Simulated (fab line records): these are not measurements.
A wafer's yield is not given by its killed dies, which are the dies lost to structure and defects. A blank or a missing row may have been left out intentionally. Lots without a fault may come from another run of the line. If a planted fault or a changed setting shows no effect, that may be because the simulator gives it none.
Which tool was responsible? :: flow n5-finfet :: 23 lots, 69 wafers sampled, at 2 steps of a route of 1938

## WHAT EACH GAUGE READ, for each wafer
N5_BEOL_M10_CD_MEAS_28 targets a cd of 70 nm. Usual: cd-nm at 69.3 nm, with a standard deviation of 1.4.
lot: L075
measured: day 9 05:12
on: cd-sem-02
cd-nm (nm): 69.1 68.8 72.7
flag: 

lot: L076
measured: day 9 08:20
on: cd-sem-02
cd-nm (nm): 71.4 71.1 70.5
flag: 

lot: L074
measured: day 9 11:03
on: cd-sem-03
cd-nm (nm): 69.5 71.1 70.0
flag: 

lot: L077
measured: day 9 22:41
on: cd-sem-03
cd-nm (nm): 68.0 70.0 69.2
flag: 

lot: L078
measured: day 10 05:49
on: cd-sem-03
cd-nm (nm): 69.4 71.2 70.7
flag: 

lot: L079
measured: day 10 12:23
on: cd-sem-03
cd-nm (nm): 70.8 71.0 70.0
flag: 

lot: L082
measured: day 13 10:23
on: cd-sem-03
cd-nm (nm): 70.2 70.9 69.1
flag: 

lot: L080
measured: day 13 13:44
on: cd-sem-01
cd-nm (nm): 70.9 69.1 71.2
flag: 

lot: L085
measured: day 13 13:55
on: cd-sem-03
cd-nm (nm): 68.2 68.6 67.5
flag: 

lot: L083
measured: day 13 14:05
on: cd-sem-02
cd-nm (nm): 66.4 68.2 66.6
flag: 

lot: L086
measured: day 13 21:49
on: cd-sem-02
cd-nm (nm): 69.2 67.6 69.7
flag: 

lot: L084
measured: day 13 21:59
on: cd-sem-01
cd-nm (nm): 69.2 67.9 68.7
flag: 

lot: L088
measured: day 14 01:16
on: cd-sem-02
cd-nm (nm): 68.7 68.5 67.3
flag: 

lot: L087
measured: day 14 05:13
on: cd-sem-03
cd-nm (nm): 69.8 69.7 69.0
flag: 

lot: L089
measured: day 14 07:27
on: cd-sem-02
cd-nm (nm): 68.4 69.5 69.4
flag: 

lot: L091
measured: day 14 12:09
on: cd-sem-02
cd-nm (nm): 67.0 68.8 67.5
flag: 

lot: L092
measured: day 14 16:08
on: cd-sem-02
cd-nm (nm): 71.4 69.1 69.8
flag: 

lot: L093
measured: day 15 01:20
on: cd-sem-02
cd-nm (nm): 70.0 71.9 70.8
flag: 

lot: L094
measured: day 15 09:51
on: cd-sem-03
cd-nm (nm): 69.9 70.0 69.6
flag: 

lot: L095
measured: day 15 12:10
on: cd-sem-02
cd-nm (nm): 70.2 66.6 68.0
flag: 

lot: L096
measured: day 16 00:22
on: cd-sem-03
cd-nm (nm): 70.0 68.3 71.2
flag: 

lot: L081
measured: day 16 14:50
on: cd-sem-03
cd-nm (nm): 66.4 66.9 66.8
flag: 

lot: L097
measured: day 16 18:28
on: cd-sem-03
cd-nm (nm): 69.4 68.3 67.8
flag: 

N5_BEOL_M10_OVL_MEAS_29. Usual: V9_OVL typically reads 0.4 nm, with standard deviation 0.72.
lot: L075
measured: day 9 05:14
on: overlay-01
V9_OVL (nm): 0.5 0.2 -0.1
flag: 

lot: L076
measured: day 9 08:22
on: overlay-02
V9_OVL (nm): 1.9 0.5 1.9
flag: 

lot: L074
measured: day 9 11:05
on: overlay-01
V9_OVL (nm): -0.7 -1.3 0.6
flag: 

lot: L077
measured: day 9 22:43
on: overlay-02
V9_OVL (nm): -0.7 -0.7 -0.6
flag: 

lot: L078
measured: day 10 05:50
on: overlay-01
V9_OVL (nm): 0.4 0.6 0.2
flag: 

lot: L079
measured: day 10 12:25
on: overlay-02
V9_OVL (nm): 0.2 0.8 -0.3
flag: 

lot: L082
measured: day 13 10:25
on: overlay-02
V9_OVL (nm): 0.0 0.5 1.3
flag: 

lot: L080
measured: day 13 13:46
on: overlay-01
V9_OVL (nm): 0.9 1.0 0.5
flag: 

lot: L085
measured: day 13 13:56
on: overlay-01
V9_OVL (nm): 0.0 -1.8 0.1
flag: 

lot: L083
measured: day 13 14:07
on: overlay-02
V9_OVL (nm): 0.2 -1.0 -0.2
flag: 

lot: L086
measured: day 13 21:51
on: overlay-01
V9_OVL (nm): 1.3 0.2 0.8
flag: 

lot: L084
measured: day 13 22:01
on: overlay-01
V9_OVL (nm): 0.2 1.0 1.6
flag: 

lot: L088
measured: day 14 01:18
on: overlay-02
V9_OVL (nm): 0.4 1.3 0.5
flag: 

lot: L087
measured: day 14 05:14
on: overlay-02
V9_OVL (nm): 0.1 -0.4 1.0
flag: 

lot: L089
measured: day 14 07:29
on: overlay-01
V9_OVL (nm): 0.0 0.3 1.5
flag: 

lot: L091
measured: day 14 12:13
on: overlay-01
V9_OVL (nm): 0.4 -0.7 0.8
flag: 

lot: L092
measured: day 14 16:10
on: overlay-01
V9_OVL (nm): 0.2 1.1 0.8
flag: 

lot: L093
measured: day 15 01:22
on: overlay-01
V9_OVL (nm): 1.2 -0.4 1.0
flag: 

lot: L094
measured: day 15 09:53
on: overlay-02
V9_OVL (nm): 0.4 -0.1 -0.6
flag: 

lot: L095
measured: day 15 12:11
on: overlay-01
V9_OVL (nm): 1.0 0.2 1.7
flag: 

lot: L096
measured: day 16 00:23
on: overlay-01
V9_OVL (nm): 1.4 0.7 0.7
flag: 

lot: L081
measured: day 16 14:52
on: overlay-01
V9_OVL (nm): 0.8 0.1 0.2
flag: 

lot: L097
measured: day 16 18:29
on: overlay-02
V9_OVL (nm): 1.2 0.4 0.4
flag: 

## EACH LOT AND THE TOOL THAT RAN IT (in order: tool; ch and the chambers of the sampled wafers; start)
Before these readings, the record contains no process step.

## WHAT THE TOOLS THEMSELVES READ (means of the sampled wafers that have a number; where no wafer has one, the mark that the record gives instead)
The record holds no such reading with a usual standard deviation.

## THE ANSWER, worked out from the rows above alone
Rule: a lot is off if the mean of its wafers that have a number lies more than 3 standard deviations from the usual mean. Also off: a lot with no number at a reading for which 4 or more lots have one. Any other lot the step has rows for is counted as sound. The gauges are gone through in route order, then the tools' own readings, and for those a lot's mean is taken as printed above. The first step at which some lot is off is used, and at that step the reading that is off furthest; a lot without a number counts as furthest.
Nothing can be told from this: no lot is off at any reading shown.

## WHAT THE SIMULATOR HAD PUT IN
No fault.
